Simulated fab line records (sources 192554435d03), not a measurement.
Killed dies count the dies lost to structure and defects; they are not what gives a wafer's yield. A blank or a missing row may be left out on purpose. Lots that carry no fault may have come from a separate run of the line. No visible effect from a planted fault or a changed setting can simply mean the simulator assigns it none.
Split-lot experiment | flow n5Finfet | route with 1938 steps; 7 lots, 21 wafers read

## ABOUT THE SPLIT
At N5_PASSIVATION_ETCH_54 (etches SiO2 in CHF3/O2, target depth 880 nm, time 440 s), the setting sourceW was moved away from the recipe's 650 W on 4 of the 21 wafers read, by -12.3% to +6.3%. The other wafers ran this setting at the recipe's value.

Reading taken at the split's own step.

## THE READING
rfVppV, in V, at N5_PASSIVATION_ETCH_54 (etches SiO2 in CHF3/O2, target depth 880 nm, time 440 s). Fault-free wafers of this fab line usually give 524 V, standard deviation 4.9 V.

wafer  | tool, chamber at the split | sourceW as run, W | against the recipe | rfVppV, V | against lot-mates on the recipe
L074.1 | rieDiel-01, 1              | 691.2             | +6.3%              | 508       | -14
L074.2 | rieDiel-01, 2              | 650               | recipe             | 520       | -
L074.3 | rieDiel-01, 3              | 650               | recipe             | 525       | -
L076.1 | rieDiel-02, 3              | 650               | recipe             | 522       | -
L076.2 | rieDiel-02, 0              | 650               | recipe             | 518       | -
L076.6 | rieDiel-02, 3              | 650               | recipe             | 523       | -
L083.3 | rieDiel-02, 3              | 650               | recipe             | 522       | -
L083.4 | rieDiel-02, 0              | 650               | recipe             | 516       | -
L083.5 | rieDiel-02, 1              | 650               | recipe             | 522       | -
L089.1 | rieDiel-02, 3              | 650               | recipe             | 522       | -
L089.4 | rieDiel-02, 0              | 650               | recipe             | 516       | -
L089.5 | rieDiel-02, 1              | 650               | recipe             | 521       | -
L092.1 | rieDiel-06, 1              | 650               | recipe             | 523       | -
L092.4 | rieDiel-06, 3              | 650               | recipe             | 534       | -
L092.6 | rieDiel-06, 2              | 570.1             | -12.3%             | 564       | +36
L095.1 | rieDiel-01, 2              | 597.7             | -8.0%              | 541       | +19
L095.3 | rieDiel-01, 0              | 650               | recipe             | 522       | -
L095.4 | rieDiel-01, 3              | 597.7             | -8.0%              | 548       | +26
L096.2 | rieDiel-06, 1              | 650               | recipe             | 524       | -
L096.4 | rieDiel-06, 2              | 650               | recipe             | 527       | -
L096.5 | rieDiel-06, 0              | 650               | recipe             | 530       | -

THE FIT
A straight line over all 21 wafers: rfVppV changes by -2.95 V for each +1% of sourceW; r = -0.93; the points scatter about the line by 4.6 V.
The same after taking each lot's own level away (the mean of its wafers on the recipe; 21 wafers): -2.76 V for each +1%; r = -0.96; scatter 3.1 V.
Per that fit: largest sourceW move, reading shift of 34 V.
The lots' own levels span 519.7 to 528.5 V, that is 1.8 times the standard deviation above.
Hence the lot-to-lot level has little effect on the slope; both slopes agree.
Check: +33 V against its lot-mates is what the line predicts for one of the wafers moved furthest among these (-12.3%) when that wafer is left out of the fit. Against them it came out at +35.5 V.
Tool readings at the split's step, against how far the setting was moved: rfVppV r = -0.93.

## OTHER SPLITS ON THESE WAFERS
These wafers also went through other splits before the reading. Each is held against what the fit with the lots' levels taken away leaves over:
other split on the same wafers  | wafers away from the commonest value | r with rfVppV (lot level and that fit taken away)
N5_BEOL_M14_PEB_26 pebTempC     | 4                                    | +0.02
N5_MIM_BOT_SPUTTER_00 powerW    | 8                                    | +0.24
N5_PASSIVATION_EXPOSE_27 doseMj | 7                                    | -0.08

## THE FILE'S OWN FIT
rfVppV changes by -2.76 V for each +1% of sourceW, r = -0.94.
